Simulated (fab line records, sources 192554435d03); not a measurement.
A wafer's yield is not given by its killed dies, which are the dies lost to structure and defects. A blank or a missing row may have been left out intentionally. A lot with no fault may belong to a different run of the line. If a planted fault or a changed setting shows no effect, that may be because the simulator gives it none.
A lot that was struck, set against a sound lot + flow n5-finfet + 37 out of 1938 route steps
Sound: the wafers L853.1, L853.2, L853.4. Struck: wafers L852.2, L852.6. (L852.3 of the same lot was not struck and is left out.) The cause comes at the end.
For every step that has rows: the tool of each side, followed by ch and its chambers, followed by its first start. Under that, the readings that differ: sound wafers + struck wafers + difference of the means + sigmas: that difference in standard deviations of wafers without a fault.
alike: a reading whose means differ by less than 2 such deviations, as well as words and numbers matching on both sides. not compared: withheld readings; readings where some wafer has no value; bounds like >300 that might hide an equal value; numbers whose values overlap and for which the record gives no deviation.
Wherever a step has rows on one side only, a row that says differs or no value, or a row with sigmas, the two part there. Numbers that have no deviation but don't overlap get no sigmas and don't part them. A reading that every wafer of one side lacks parts them only if that side has two wafers or more.

first, 9 steps without rows for these wafers: N5_BEOL_M13_PRE_CLEAN_42 (time 30 s); N5_BEOL_M13_SPUTTER_43 (material TaN, target thk 15 nm, time 24.19 s); N5_BEOL_M13_SPUTTER_44 (material Ta, target thk 10 nm, time 16.13 s); N5_BEOL_M13_SPUTTER_45 (material Cu, target thk 80 nm, time 13.33 s); N5_BEOL_M13_ECD_47 (material Cu, target thk 936 nm); N5_BEOL_M13_ANNEAL_48 (time 90 s); N5_BEOL_M13_CMP_49 (polishes, stops on SiOC, t overpolish 17.1 s, target thk 420 nm); N5_BEOL_M13_PRE_CLEAN_52 (time 15 s); N5_BEOL_M13_DEP_53 (deposits SiCN from 3MS/NH3, target thk 50 nm, time 17.8 s).
N5_BEOL_M14_ILD_DEP_00: deposits SiO2 from TEOS/O2, target thk 1119.3 nm, time 237.4 s.
  sound on pecvd-03 ch 0,1,2, day 18 17:29; struck on pecvd-01 ch 2, day 18 17:01
| reading                                       | sound             | struck      | difference | sigmas |
|-----------------------------------------------|-------------------|-------------|------------|--------|
| run-length-s (s)                              | 280.6 279.2 281.1 | 267.5 267.2 | -12.9      | -19    |
| model.SiO2_of_BEOL_M14_ILD_DEP_00.thk-nm (nm) | 1091 1098 1115    | 1049 1074   | -40        |        |
  alike: heater-power-w, showerhead-plenum-p-Torr, throttle-valve-pct
N5_BEOL_M14_THK_MEAS_01:
  sound: film-metro-02 at day 18 17:40; struck: film-metro-02 at day 18 17:12
| reading          | sound          | struck    | difference | sigmas |
|------------------|----------------|-----------|------------|--------|
| M14_ILD_THK (nm) | 1092 1097 1115 | 1050 1074 | -39        | -3     |
then, 10 steps without rows for these wafers: N5_BEOL_M14_COAT_58 (time 60 s, resist thk 89 nm); N5_BEOL_M14_COAT_04 (resist thk 800 nm); N5_BEOL_M14_EBR_06; N5_BEOL_M14_SOFTBAKE_05 (time 60 s); N5_BEOL_M14_EXPOSE_07 (exposes mask V13); N5_BEOL_M14_PEB_08 (peb time 90 s); N5_BEOL_M14_DEVELOP_09 (develop time 45 s); N5_BEOL_M14_HARDBAKE_14 (time 120 s); N5_BEOL_M14_DESCUM_15 (chemistry O2, time 7.9 s); N5_BEOL_M14_ETCH_59 (etches BARC in N2/H2, target depth 89 nm, overetch 26.7 nm, time 67.9 s).
N5_BEOL_M14_VIA_ETCH_16: etches SiO2 in C4F8/O2/Ar, target depth 1231.3 nm.
  sound on rie-diel-05 ch 0,2,3, day 18 18:46; struck on rie-diel-06 ch 2,3, day 18 17:48
| reading                  | sound          | struck    | difference | sigmas |
|--------------------------|----------------|-----------|------------|--------|
| model.etch.depth-nm (nm) | 1091 1098 1115 | 1049 1074 | -40        |        |
  alike: C4F8_flow_sccm, chamber-pressure-mTorr, drypump-motor-current-A, oes-product-au, rf-vpp-V, showerhead-plenum-p-Torr, throttle-valve-pct
  not compared: model.coat_of_BEOL_M14_COAT_04.thk-nm
then, 13 steps without rows for these wafers: N5_BEOL_M14_STRIP_63 (strips in O2); N5_BEOL_M14_STRIP_64 (strips in O2); N5_BEOL_M14_STRIP_71 (strips in post etch residue remover, time 60 s); N5_BEOL_M14_SRD_72 (time 30 s, dry time 30 s); N5_BEOL_M14_COAT_65 (time 60 s, resist thk 450 nm); N5_BEOL_M14_COAT_66 (time 60 s, resist thk 110 nm); N5_BEOL_M14_COAT_22 (resist thk 300 nm); N5_BEOL_M14_EBR_24; N5_BEOL_M14_SOFTBAKE_23 (time 60 s); N5_BEOL_M14_EXPOSE_25 (exposes mask M14, target cd 280 nm); N5_BEOL_M14_PEB_26 (peb time 90 s); N5_BEOL_M14_DEVELOP_27 (develop time 45 s); N5_BEOL_M14_HARDBAKE_32 (time 120 s).
N5_BEOL_M14_CMP_49: polishes, stops on SiO2, t overpolish 5.2 s, target thk 560 nm.
  sound on cmp-02 ch 1,2,3, day 18 23:47; struck on cmp-02 ch 0,1, day 18 21:35
| reading                                       | sound          | struck      | difference | sigmas |
|-----------------------------------------------|----------------|-------------|------------|--------|
| model.SiO2_of_BEOL_M14_ILD_DEP_00.thk-nm (nm) | 1012 1018 1034 | 971.4 996.4 | -37.4      |        |
  alike: head-pressure-psi, motor-current-A, retaining-ring-pressure-frac
N5_PASSIVATION_PROBE_49:
  record: rows for the struck wafers here (prober-01, day 19 21:18), none for the sound ones

WHERE THEY PART
At N5_BEOL_M14_ILD_DEP_00 first; at N5_PASSIVATION_PROBE_49 last (within this record only).

WHY: what the simulator had put in
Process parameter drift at N5_BEOL_M14_ILD_DEP_00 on pecvd-01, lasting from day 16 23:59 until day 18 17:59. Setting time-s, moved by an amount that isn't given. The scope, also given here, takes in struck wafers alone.
